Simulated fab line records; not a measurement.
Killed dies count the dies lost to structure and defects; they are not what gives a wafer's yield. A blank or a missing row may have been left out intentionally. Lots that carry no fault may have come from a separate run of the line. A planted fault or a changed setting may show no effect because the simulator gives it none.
fab line records	flow n5_finfet
record: lots: 9	wafers: 27	last_day: 17
route steps=1938 shown BEOL_M2@842 BEOL_M4@1111 PASSIVATION@1936
lots that met no fault: taken from a fault-free run of the same line
start_h: hours from the record's opening day to when the first of the lot's shown wafers began	wait_h: hours since the lot's step before	" unchanged from the row above	L1.1+2: a row that stands for several wafers	- no value present, or no start provided	* or withheld: withheld	< > ~ a bound
route shown NAME@n: a module of which the file shows steps, and the number in the route of the first	usual: mean and standard deviation over wafers with no fault	same: alike in all rows	chamber/n: place in a boat	sites: per-site readings	_std_site: standard deviation across them	_edge_site: inner sites' mean taken away from outer sites' mean	radius_mm: how far each site lies from the wafer's centre	mask NAME#n: copy n	behind: the tool/chamber that last shaped the wafer	hold: reason for holding the lot/hours on hold/outcome of the hold	device: transistor that didn't switch, given as n, p or np	end of line: tests run on the same wafers once the route is complete	a step given without rows: its recipe and nothing more	killed: dies lost to structure and defects at the first sort, not the wafer's yield	map: per-die view of a wafer (x killed, . not killed, _ where there is no die)
set.NAME: the setting the step ran with; set.NAME@STEP: the setting that earlier step ran with	model.NAME: the simulator's own value behind a step, which no gauge read
a sample of lots followed through the steps of the route, with each step as a table and each wafer as a row
services: from which hour (start_h, from the record's first day; less than 0 if before it) a tool's chamber was out of use, for how many hours, and why
== steps ==
step: N5_BEOL_M2_THK_MEAS_01
recipe: reads: SiOC_of_BEOL_M2_ILD_DEP_00
usual: M2_ILD_THK: 79.0/1.1
lot.wafer	tool	chamber	start_h	wait_h	M2_ILD_THK[nm]
L941.2	film_metro-02	-	138.36	0.1	77.7
L941.5	"	-	"	"	78.0
L941.6	"	-	"	"	79.0
L945.2	film_metro-01	-	171.52	0.1	79.9
L945.4	"	-	"	"	79.1
L945.6	"	-	"	"	80.2
L947.2	film_metro-02	-	182.03	0.1	79.5
L947.5	"	-	"	"	80.5
L947.6	"	-	"	"	79.5
L948.3	film_metro-02	-	184.86	0.1	79.8
L948.4	"	-	"	"	81.2
L948.5	"	-	"	"	80.3
L952.1	film_metro-02	-	211.04	0.0	78.3
L952.5	"	-	"	"	79.3
L952.6	"	-	"	"	79.7
L951.2	film_metro-01	-	212.68	0.1	78.2
L951.3	"	-	"	"	78.4
L951.6	"	-	"	"	80.4
L954.2	film_metro-01	-	222.69	0.1	78.7
L954.4	"	-	"	"	78.7
L954.5	"	-	"	"	80.4
L960.1	film_metro-01	-	264.69	0.0	77.7
L960.3	"	-	"	"	78.1
L960.4	"	-	"	"	78.9
L961.1	film_metro-01	-	266.75	0.0	77.5
L961.3	"	-	"	"	77.7
L961.4	"	-	"	"	79.4
step: N5_BEOL_M2_STRIP_66
recipe: chemistry: CF4	resist: SiARC	power_w: 300	bias_power_w: 75	pressure_mtorr: 50	cf4_flow_sccm: 150	rf_frequency_hz: 6e+07
usual: drypump_motor_current_A: 5.6/0.36	oes_product_au: 0.76/0.074	rf_vpp_V: 271.3/1.3	showerhead_plenum_p_Torr: 1.81/0.05	throttle_valve_pct: 13.57/0.26
lot.wafer	tool	chamber	start_h	wait_h	drypump_motor_current_A	oes_product_au	rf_hours_counter_h	rf_vpp_V	showerhead_plenum_p_Torr	throttle_valve_pct
L941.2	rie_diel-03	2	140.00	0.0	5.0	0.75	162	270.5	1.80	13.50
L941.5	"	0	"	"	5.9	0.76	-	271.8	1.88	13.51
L941.6	"	3	"	"	5.7	0.80	-	269.3	1.74	13.21
L945.2	rie_diel-01	2	173.31	0.0	5.7	0.69	249	272.6	1.77	14.09
L945.4	"	3	"	"	5.5	0.70	216	270.2	1.78	13.92
L945.6	"	2	"	"	5.7	0.69	-	269.5	1.76	14.09
L947.2	rie_diel-03	1	183.79	0.0	5.7	0.83	61	271.0	1.81	13.35
L947.5	"	0	"	"	5.9	0.74	-	272.8	1.87	13.57
L947.6	"	3	"	"	5.6	0.79	-	269.1	1.74	13.26
L948.3	rie_diel-03	1	186.86	0.0	5.7	0.83	63	272.7	1.81	13.35
L948.4	"	3	"	"	5.6	0.79	116	270.2	1.74	13.26
L948.5	"	3	"	"	5.6	0.79	-	270.5	1.74	13.26
L952.1	rie_diel-05	1	212.41	0.0	5.6	0.73	202	273.9	1.84	13.67
L952.5	"	2	"	"	5.2	0.70	-	270.2	1.85	14.00
L952.6	"	1	"	"	5.6	0.73	-	272.8	1.83	13.65
L951.2	rie_diel-05	1	215.64	0.0	5.6	0.73	203	272.1	1.83	13.65
L951.3	"	0	"	"	5.4	0.74	199	271.7	1.85	13.95
L951.6	"	2	"	"	5.2	0.71	-	271.9	1.85	14.01
L954.2	rie_diel-03	3	224.86	0.0	5.6	0.77	132	270.1	1.73	13.32
L954.4	"	2	"	"	5.0	0.73	195	270.1	1.79	13.57
L954.5	"	1	"	"	5.7	0.81	-	272.8	1.80	13.39
L960.1	rie_diel-03	3	266.78	0.0	5.7	0.76	147	269.6	1.73	13.34
L960.3	"	2	"	"	5.0	0.72	211	270.6	1.79	13.60
L960.4	"	1	"	"	5.7	0.80	94	272.3	1.80	13.42
L961.1	rie_diel-05	0	267.92	0.0	5.4	0.72	218	272.4	1.85	13.98
L961.3	"	1	"	"	5.6	0.72	222	271.2	1.83	13.72
L961.4	"	2	"	"	5.2	0.69	245	270.6	1.85	14.05
step: N5_BEOL_M2_STRIP_19
recipe: chemistry: O2	power_w: 400	temp_c: 40	pressure_mtorr: 30	rf_frequency_hz: 6e+07	bias_power_w: 0	overash_fraction: 0.2	o2_flow_sccm: 225
usual: drypump_motor_current_A: 5.6/0.33	oes_product_au: 0.77/0.086	rf_vpp_V: 3.6/0.51	showerhead_plenum_p_Torr: 2.11/0.063	throttle_valve_pct: 16.67/0.27
lot.wafer	tool	chamber	start_h	wait_h	drypump_motor_current_A	oes_product_au	rf_hours_counter_h	rf_vpp_V	showerhead_plenum_p_Torr	throttle_valve_pct
L941.2	rie_diel-03	2	140.16	0.1	5.0	0.75	162	4.2	2.11	16.61
L941.5	"	3	"	"	5.7	0.83	-	3.8	2.00	16.12
L941.6	"	2	"	"	5.0	0.75	-	3.1	2.11	16.60
L945.2	rie_diel-03	1	173.53	0.1	5.7	0.86	57	3.8	2.11	16.42
L945.4	"	2	"	"	5.0	0.75	176	3.8	2.11	16.65
L945.6	"	3	"	"	5.6	0.81	-	3.8	2.00	16.15
L947.2	rie_diel-05	0	184.06	0.2	5.4	0.76	185	4.3	2.16	16.95
L947.5	"	1	"	"	5.6	0.74	-	3.4	2.16	16.73
L947.6	"	0	"	"	5.4	0.75	-	3.0	2.16	16.96
L948.3	rie_diel-05	2	187.02	0.1	5.2	0.71	213	2.7	2.16	16.99
L948.4	"	0	"	"	5.4	0.75	-	3.5	2.16	16.96
L948.5	"	1	"	"	5.6	0.74	-	3.2	2.16	16.73
L952.1	rie_diel-01	3	212.57	0.1	5.6	0.69	229	3.4	2.08	17.03
L952.5	"	1	"	"	5.8	0.70	-	3.5	2.08	16.46
L952.6	"	3	"	"	5.5	0.69	-	3.4	2.08	17.02
L951.2	rie_diel-05	0	215.79	0.1	5.4	0.74	199	4.3	2.16	16.97
L951.3	"	1	"	"	5.7	0.74	203	3.4	2.16	16.73
L951.6	"	3	"	"	6.5	0.99	-	2.7	2.25	16.48
L954.2	rie_diel-05	1	225.04	0.1	5.6	0.74	207	5.1	2.16	16.75
L954.4	"	2	"	"	5.2	0.70	230	3.1	2.16	17.02
L954.5	"	1	"	"	5.6	0.73	-	3.0	2.16	16.76
L960.1	rie_diel-05	1	267.28	0.4	5.6	0.72	222	2.7	2.15	16.77
L960.3	"	0	"	"	5.4	0.73	218	4.5	2.15	17.02
L960.4	"	3	"	"	6.5	0.94	21	3.2	2.24	16.51
L961.1	rie_diel-03	2	268.11	0.1	5.0	0.72	211	3.8	2.09	16.69
L961.3	"	1	"	"	5.7	0.81	94	3.6	2.10	16.51
L961.4	"	0	"	"	5.9	0.72	212	3.5	2.17	16.59
step: N5_BEOL_M2_ETCH_69
recipe: chemistry: CF4	target: SiARC	target_depth_a: 156	mask_material: CAR-EUV	time_s: 26	ion_energy_ev: 80	pressure_mtorr: 40	source_w: 545	bias_w: 36	Ar_flow_sccm: 100	cf4_flow_sccm: 100	ends: cleared
usual: bias_w: 36.01/0.11	drypump_motor_current_A: 5.6/0.34	etch_rf_on_time_s: 26.1/0.77	oes_product_au: 0.66/0.076	rf_vpp_V: 184.3/1.1	showerhead_plenum_p_Torr: 2.16/0.061	throttle_valve_pct: 15.61/0.27
lot.wafer	tool	chamber	start_h	wait_h	bias_w	drypump_motor_current_A	etch_rf_on_time_s	oes_product_au	rf_hours_counter_h	rf_vpp_V	showerhead_plenum_p_Torr	throttle_valve_pct
L941.2	rie_diel-03	0	140.90	0.0	35.88	5.9	27.0	0.64	161	184.3	2.24	15.50
L941.5	"	1	"	"	36.00	5.7	25.7	0.74	-	186.0	2.16	15.34
L941.6	"	0	"	"	35.90	5.9	27.0	0.64	-	184.0	2.24	15.51
L945.2	rie_diel-03	1	174.11	0.0	37.74	5.7	25.8	0.74	57	191.2	2.16	15.38
L945.4	"	2	"	"	37.54	5.0	26.0	0.64	177	189.6	2.14	15.52
L945.6	"	0	"	"	37.69	5.9	26.4	0.64	-	191.5	2.23	15.52
L947.2	rie_diel-03	1	185.41	0.0	37.66	5.7	25.5	0.73	62	190.0	2.16	15.38
L947.5	"	1	"	"	37.83	5.6	25.5	0.73	-	189.4	2.16	15.36
L947.6	"	2	"	"	37.55	5.0	26.3	0.63	-	190.8	2.14	15.53
L948.3	rie_diel-03	3	187.94	0.0	37.66	5.6	24.8	0.70	116	189.8	2.06	15.23
L948.4	"	0	"	"	37.65	5.9	26.4	0.63	181	191.2	2.23	15.55
L948.5	"	2	"	"	37.62	5.0	26.1	0.63	-	190.2	2.14	15.51
L952.1	rie_diel-01	1	213.25	0.0	35.83	5.8	26.4	0.59	216	182.4	2.13	15.43
L952.5	"	1	"	"	36.03	5.8	26.4	0.59	-	182.3	2.13	15.44
L952.6	"	3	"	"	36.11	5.6	25.7	0.60	-	184.2	2.13	15.99
L951.2	rie_diel-05	1	216.54	0.0	36.08	5.6	27.1	0.62	203	186.9	2.19	15.62
L951.3	"	2	"	"	35.75	5.2	27.4	0.59	227	184.9	2.21	16.02
L951.6	"	3	"	"	36.16	6.4	25.5	0.84	-	186.5	2.29	15.38
L954.2	rie_diel-05	2	226.58	0.0	35.95	5.2	27.0	0.59	230	185.8	2.21	16.02
L954.4	"	1	"	"	36.09	5.7	27.3	0.61	208	186.0	2.19	15.64
L954.5	"	2	"	"	35.92	5.2	27.3	0.58	-	184.6	2.20	16.01
L960.1	rie_diel-03	1	267.97	0.0	35.86	5.7	26.2	0.69	94	183.9	2.15	15.43
L960.3	"	2	"	"	36.07	5.0	26.7	0.60	211	181.8	2.13	15.57
L960.4	"	0	"	"	35.95	5.9	26.9	0.61	212	184.5	2.22	15.59
L961.1	rie_diel-01	2	268.79	0.0	35.94	5.7	24.8	0.78	19	183.6	2.09	15.61
L961.3	"	0	"	"	35.96	5.9	25.8	0.73	45	183.6	2.09	15.46
L961.4	"	1	"	"	35.82	5.8	26.5	0.58	235	184.6	2.12	15.46
step: N5_BEOL_M4_RC_MEAS_101
usual: DIBL_N: 36.9/1.6	DIBL_P: 37.1/2	IOFF_N: 0.17/0.032	IOFF_P: 0.22/0.036	ION_N: 674/12	ION_P: 463/7.8	SS_N: 71.7/0.63	SS_P: 73.5/0.62	VT_N: 249/3.3	VT_P: -250/3.5
lot.wafer	tool	chamber	start_h	wait_h	DIBL_N[mV/V]	DIBL_P[mV/V]	IOFF_N[nA/um]	IOFF_P[nA/um]	ION_N[uA/um]	ION_P[uA/um]	SS_N[mV/dec]	SS_P[mV/dec]	VT_N[mV]	VT_P[mV]
L941.2	prober-01	0	185.03	0.2	37.0	37.2	0.15	0.19	652	448	70.9	74.1	251	-257
L941.5	"	0	"	"	37.6	38.0	0.16	0.21	668	462	71.8	74.3	252	-253
L941.6	"	0	"	"	38.1	38.1	0.16	0.20	663	453	71.5	73.8	252	-253
L945.2	prober-01	0	209.52	0.2	34.4	35.1	0.13	0.20	658	452	70.9	72.9	252	-250
L945.4	"	0	"	"	36.5	37.8	0.17	0.25	667	463	71.6	73.6	248	-246
L945.6	"	0	"	"	37.6	37.8	0.18	0.25	674	464	72.0	73.8	247	-245
L948.3	prober-02	0	229.44	0.6	35.0	35.4	0.15	0.18	660	451	71.0	73.3	252	-253
L948.4	"	0	"	"	35.6	38.5	0.16	0.23	687	467	70.9	73.9	250	-251
L948.5	"	0	"	"	38.5	39.7	0.21	0.26	678	465	71.1	74.3	249	-250
L947.2	prober-01	0	236.71	0.2	35.6	37.6	0.16	0.21	676	466	71.0	73.9	250	-249
L947.5	"	0	"	"	35.7	37.9	0.16	0.22	674	458	71.9	73.2	250	-252
L947.6	"	0	"	"	34.7	36.8	0.14	0.20	659	459	71.3	72.9	254	-252
L952.1	prober-01	0	241.76	0.0	37.2	38.2	0.17	0.24	681	473	71.6	73.7	248	-249
L952.5	"	0	"	"	36.7	37.3	0.16	0.22	685	474	71.9	72.7	249	-252
L952.6	"	0	"	"	38.8	38.7	0.20	0.25	680	455	72.4	73.4	246	-249
L951.2	prober-01	0	249.72	0.2	33.2	33.8	0.11	0.13	658	451	71.9	72.2	258	-257
L951.3	"	0	"	"	34.9	38.0	0.13	0.19	650	451	71.8	72.7	258	-253
L951.6	"	0	"	"	34.9	36.9	0.14	0.17	664	457	71.5	72.2	252	-254
L954.2	prober-01	0	257.42	0.2	38.2	39.2	0.21	0.25	688	465	72.6	74.0	247	-244
L954.4	"	0	"	"	37.9	39.5	0.21	0.25	679	465	72.9	73.4	246	-249
L954.5	"	0	"	"	35.0	36.4	0.15	0.21	662	457	71.8	73.9	248	-252
L960.1	prober-01	0	300.02	0.0	36.6	38.6	0.18	0.22	679	459	72.4	73.8	250	-249
L960.3	"	0	"	"	37.0	40.2	0.19	0.25	675	459	72.4	74.0	248	-252
L960.4	"	0	"	"	37.5	40.7	0.20	0.27	683	468	72.8	74.1	246	-247
L961.1	prober-01	0	302.13	0.0	36.7	34.9	0.18	0.25	682	472	71.2	73.7	246	-246
L961.3	"	0	"	"	35.1	32.2	0.14	0.20	667	464	71.7	72.9	253	-249
L961.4	"	0	"	"	38.2	36.6	0.19	0.27	673	466	72.0	73.8	248	-245
step: N5_PASSIVATION_PROBE_49
usual: defect_limited_yield: 90.9/1.6	killed_at_M0_to_M3: 34/11	killed_at_M4_up: 14/5.7	killed_at_contacts: 13/6.5	killed_at_front_end: 43/11	killed_at_other: 4/3.1	killed_dies: 107/19	killed_open: 71/14	killed_short: 35/7.9	sort_bin_5_function: 5.3/1.1	sort_bin_6_memory: 3.4/0.74	sort_n_pass: 1073/19	sort_yield_pct: 90.9/1.6
same: gross_dies: 1180	killed_at_back_side: 0	sort_bin_4_leakage[%]: 0	sort_bin_8_speed[%]: 0
lot.wafer	tool	chamber	start_h	wait_h	defect_limited_yield[%]	killed_at_M0_to_M3	killed_at_M4_up	killed_at_contacts	killed_at_front_end	killed_at_other	killed_dies	killed_open	killed_short	sort_bin_5_function[%]	sort_bin_6_memory[%]	sort_n_pass	sort_yield_pct[%]
L952.1	prober-02	-	349.92	0.0	86.6	66	17	19	51	5	158	107	50	8.7	4.2	1022	86.6
L952.5	prober-02	-	350.12	0.2	92.2	29	12	12	38	1	92	69	22	3.8	3.6	1088	92.2
L952.6	prober-02	-	350.17	0.3	89.7	39	12	18	51	2	122	81	40	5.7	4.2	1058	89.7
killed by level:class
L952.1 BEOL_M0_SAQP:geometric_particle:short=21 STI_FIN_REVEAL:geometric_particle:open=19 BEOL_M0_SAQP:geometric_particle:open=19 MOL_CONTACT_COAG:geometric_particle:open=15 BEOL_M4:geometric_particle:open=14 BEOL_M3:geometric_particle:open=10 DUMMY_GATE:geometric_particle:open=8 FIN_SAQP:geometric_particle:open=7
L952.5 STI_FIN_REVEAL:geometric_particle:open=11 MOL_CONTACT_COAG:geometric_particle:open=10 FIN_SAQP:geometric_particle:open=9 BEOL_M3:geometric_particle:open=8 BEOL_M1:geometric_particle:open=6 GATE_CUT:geometric_particle:short=4 GATE_CUT:geometric_particle:open=4 BEOL_M0_SAQP:geometric_particle:short=4
L952.6 MOL_CONTACT_COAG:geometric_particle:open=17 STI_FIN_REVEAL:geometric_particle:open=13 BEOL_M0_SAQP:geometric_particle:open=12 FIN_SAQP:geometric_particle:short=9 BEOL_M0_SAQP:geometric_particle:short=8 GATE_CUT:geometric_particle:short=7 BEOL_M2:geometric_particle:open=7 BEOL_M0:geometric_particle:open=5
== services ==
tool	chamber	start_h	hours	kind
rie_diel-01	0	120.89	-	clean
rie_diel-01	0	120.89	-	consumable_replace:focus_ring
rie_diel-01	0	120.89	14.7	scheduled_down
rie_diel-01	0	120.89	14.7	vent_cycle
rie_diel-03	-	128.92	2.1	repair
rie_diel-05	2	141.89	14.4	repair
rie_diel-05	0	157.23	1.9	repair
rie_diel-03	1	159.93	2.5	repair
rie_diel-05	-	161.75	14.6	pm
rie_diel-03	-	170.76	0.3	repair
rie_diel-01	2	175.18	-	clean
rie_diel-01	2	175.18	-	consumable_replace:focus_ring
rie_diel-01	2	175.18	38.4	scheduled_down
rie_diel-01	2	175.18	38.4	vent_cycle
rie_diel-01	-	179.88	15.6	pm
rie_diel-05	3	180.98	-	clean
rie_diel-05	3	180.98	-	consumable_replace:focus_ring
rie_diel-05	3	180.98	-	consumable_replace:showerhead
rie_diel-05	3	180.98	20.5	scheduled_down
rie_diel-05	3	180.98	20.5	vent_cycle
rie_diel-01	-	198.29	0.4	repair
rie_diel-01	0	243.88	4.7	repair
rie_diel-01	-	251.62	1.0	repair
== key ==
first_sign: step: N5_BEOL_M2_ETCH_69	reading: bias_w	direction: up	sigmas: 15	usual: *	struck: *
effect: step: N5_BEOL_M2_ETCH_69	reading: rf_vpp_V	direction: up	sigmas: 5.3	usual: 184.3	struck: 190.4
met_at N5_BEOL_M2_ETCH_69
struck_lots L945,L947,L948
not_acting_at N5_BEOL_M2_THK_MEAS_01,N5_BEOL_M2_STRIP_66,N5_BEOL_M2_STRIP_19
onset_between 140.90 174.11
fault: kind: process_parameter_drift	tool: rie_diel-03	chamber: -	onset_h: 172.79	steps: N5_BEOL_M2_ETCH_69	channel: bias_w	offset: *	shape: step	end_h: 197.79	acts_in: *	stated: *
